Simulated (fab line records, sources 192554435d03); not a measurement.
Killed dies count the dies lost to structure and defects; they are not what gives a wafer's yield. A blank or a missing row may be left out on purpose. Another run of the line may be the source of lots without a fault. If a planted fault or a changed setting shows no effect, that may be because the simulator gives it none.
Split-lot experiment -- flow n5Finfet -- on a route of 1938 steps: 7 lots, 21 wafers read

## THE SPLIT
At N5_MOL_CONTACT_COAG_ETCH_67 (etches SOC in N2/H2, target depth 60 nm, overetch 21 nm, time 101.2 s), the setting sourceW was moved away from the recipe's 840 W on 9 of the 21 wafers read, by -13.1% to +9.1%. This setting was run at the recipe's value on the other wafers.

The reading comes from the split's own step.

## THE READING
rfVppV, in V, at N5_MOL_CONTACT_COAG_ETCH_67 (etches SOC in N2/H2, target depth 60 nm, overetch 21 nm, time 101.2 s). A value of 524.4 V with a standard deviation of 2.7 V is what fault-free wafers of this fab line usually give.

wafer,"tool, chamber at the split","sourceW as run, W",against the recipe,"rfVppV, V",against lot-mates on the recipe
L075.1,"rieDiel-04, 1",840,recipe,523.9,-
L075.3,"rieDiel-04, 3",916.5,+9.1%,510.9,-9.8
L075.4,"rieDiel-04, 2",840,recipe,517.5,-
L077.2,"rieDiel-02, 0",840,recipe,524.6,-
L077.3,"rieDiel-02, 2",840,recipe,526.1,-
L077.4,"rieDiel-02, 3",840,recipe,522.3,-
L078.2,"rieDiel-03, 1",892,+6.2%,512.0,no lot-mate on the recipe
L078.4,"rieDiel-03, 2",892,+6.2%,511.0,no lot-mate on the recipe
L078.5,"rieDiel-03, 0",892,+6.2%,514.4,no lot-mate on the recipe
L079.3,"rieDiel-03, 1",840,recipe,523.7,-
L079.4,"rieDiel-03, 0",840,recipe,524.5,-
L079.6,"rieDiel-03, 1",729.9,-13.1%,547.7,+23.6
L081.3,"rieDiel-02, 1",840,recipe,523.1,-
L081.4,"rieDiel-02, 2",909.5,+8.3%,514.6,-9.4
L081.6,"rieDiel-02, 0",840,recipe,524.9,-
L082.2,"rieDiel-02, 0",893.9,+6.4%,513.4,-9.9
L082.4,"rieDiel-02, 0",893.9,+6.4%,513.0,-10.3
L082.5,"rieDiel-02, 1",840,recipe,523.3,-
L088.3,"rieDiel-04, 1",840,recipe,523.5,-
L088.5,"rieDiel-04, 2",840,recipe,529.1,-
L088.6,"rieDiel-04, 3",751.1,-10.6%,545.7,+19.4

FIT RESULTS
A straight line over all 21 wafers: rfVppV changes by -1.74 V for each +1% of sourceW; r = -0.97; the points scatter about the line by 2.6 V.
The same after taking each lot's own level away (the mean of its wafers on the recipe; 18 wafers): -1.58 V for each +1%; r = -0.97; scatter 2.3 V.
The reading moves by 21 V for the largest change in sourceW, on that fit.
The lots' own levels span 520.70 to 526.30 V, that is 2.1 times the standard deviation above.
In other words, the slope is changed by the lot-to-lot level; the two fits disagree.
Check: for one of the wafers moved furthest among these (-13.1%), held out of the fit, the line's prediction against its lot-mates is +20 V. Against them it came out at +23.6 V.
Tool readings at the split's step, against how far the setting was moved: rfVppV r = -0.97.

## THESE WAFERS: OTHER SPLITS
Other splits were also applied to these wafers ahead of the reading. Each is held against what the fit with the lots' levels taken away leaves over:
other split on the same wafers,wafers away from the commonest value,r with rfVppV (lot level and that fit taken away)
N5_MOL_CONTACT_COAG_ALD_133 aldCycles,6,-0.04

## THE FILE'S OWN FIT
rfVppV changes by -1.57 V for each +1% of sourceW, r = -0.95.
